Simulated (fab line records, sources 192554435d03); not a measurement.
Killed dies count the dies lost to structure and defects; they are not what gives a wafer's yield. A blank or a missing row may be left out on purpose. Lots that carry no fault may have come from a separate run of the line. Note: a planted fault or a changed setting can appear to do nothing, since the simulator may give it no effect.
Comparing a struck lot with a sound one	flow n5 finfet	14 steps out of a route of 1938
Sound: the wafers L247.1, L247.2, L247.4. Struck: wafer L254.4 (left out: L254.2, L254.6 of the same lot, which were not struck); the cause appears at the end.
For every step that has rows: the tool of each side, followed by ch and its chambers, followed by its first start. Under that, the readings that differ: sound wafers	struck wafers	difference of the means	sigmas: that difference in standard deviations of wafers without a fault.
alike: same words and numbers on both sides, and readings whose means sit less than 2 such deviations apart. not compared: any withheld reading, any reading some wafer has no value for, any bound like >300 that may hide the same value, and any number with overlapping values for which the record gives no deviation.
The two part at a step that has a row with sigmas, a row that says differs or no value, or rows on one side only. Non-overlapping numbers with no deviation appear without sigmas and do not part them. A reading that every wafer of one side lacks parts them only if that side has two wafers or more.

first, 8 steps without rows for these wafers: N5_PASSIVATION_HMDS_37 (time 60 s); N5_PASSIVATION_COAT_38; N5_PASSIVATION_EBR_40; N5_PASSIVATION_SOFTBAKE_39 (time 120 s); N5_PASSIVATION_EXPOSE_41 (exposes mask PASS OPEN, defocus 0 nm, target cd 40000 nm); N5_PASSIVATION_PEB_42; N5_PASSIVATION_DEVELOP_43 (develop time 60 s); N5_PASSIVATION_HARDBAKE_45 (time 120 s).
N5_PASSIVATION_CD_MEAS_44: target cd 40000 nm.
  sound on cd sem-01 ch 0, day 13 21:40; struck on cd sem-01 ch 0, day 16 13:26
  alike: cd nm
N5_PASSIVATION_OVL_MEAS_66:
  sound on overlay-01 ch 0, day 13 21:43; struck on overlay-01 ch 0, day 16 13:28
  alike: PASS_OPEN_OVL
N5_PASSIVATION_INSPECT_67: inspects for defects (macro).
  sound on defect inspect-01, day 13 21:45; struck on defect inspect-02, day 16 13:29
  alike: raw defect count
N5_PASSIVATION_DESCUM_46: chemistry O2, time 7.9 s.
  sound on rie diel-06 ch 0,1,2, day 13 21:47; struck on rie diel-06 ch 2, day 16 13:31
reading	sound	struck	difference	sigmas
rf hours counter h (h)	86 226 41	248	+130	
  alike: drypump motor current A, oes product au, rf vpp V, showerhead plenum p Torr, throttle valve pct
N5_PASSIVATION_PASS_ETCH_47: etches SiNx in CF4/O2, target depth 770 nm, time 385 s.
  sound on rie diel-06 ch 0,1,2, day 13 21:49; struck on rie diel-06 ch 2, day 16 13:34
reading	sound	struck	difference	sigmas
rf hours counter h (h)	86 226 41	248	+130	
run length s (s)	408.4 408.9 408.2	447.1	+38.6	+99 or more
  alike: drypump motor current A, oes product au, rf vpp V, showerhead plenum p Torr, throttle valve pct
  not compared: model.etch.depth nm
N5_PASSIVATION_ETCH_54: etches SiO2 in CHF3/O2, target depth 880 nm, time 440 s.
  sound on rie diel-06 ch 0,1,2, day 13 22:02; struck on rie diel-06 ch 2, day 16 13:47
reading	sound	struck	difference	sigmas
rf hours counter h (h)	86 226 41	248	+130	
  alike: drypump motor current A, oes product au, rf vpp V, showerhead plenum p Torr, throttle valve pct

WHERE THEY PART
Only at N5_PASSIVATION_PASS_ETCH_47, as far as this record shows. Later steps at which nothing parts them and some readings are alike: N5_PASSIVATION_ETCH_54.

WHY: whatever the simulator had introduced
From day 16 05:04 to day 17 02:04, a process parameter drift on rie diel-06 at N5_PASSIVATION_PASS_ETCH_47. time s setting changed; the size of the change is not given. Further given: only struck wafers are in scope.
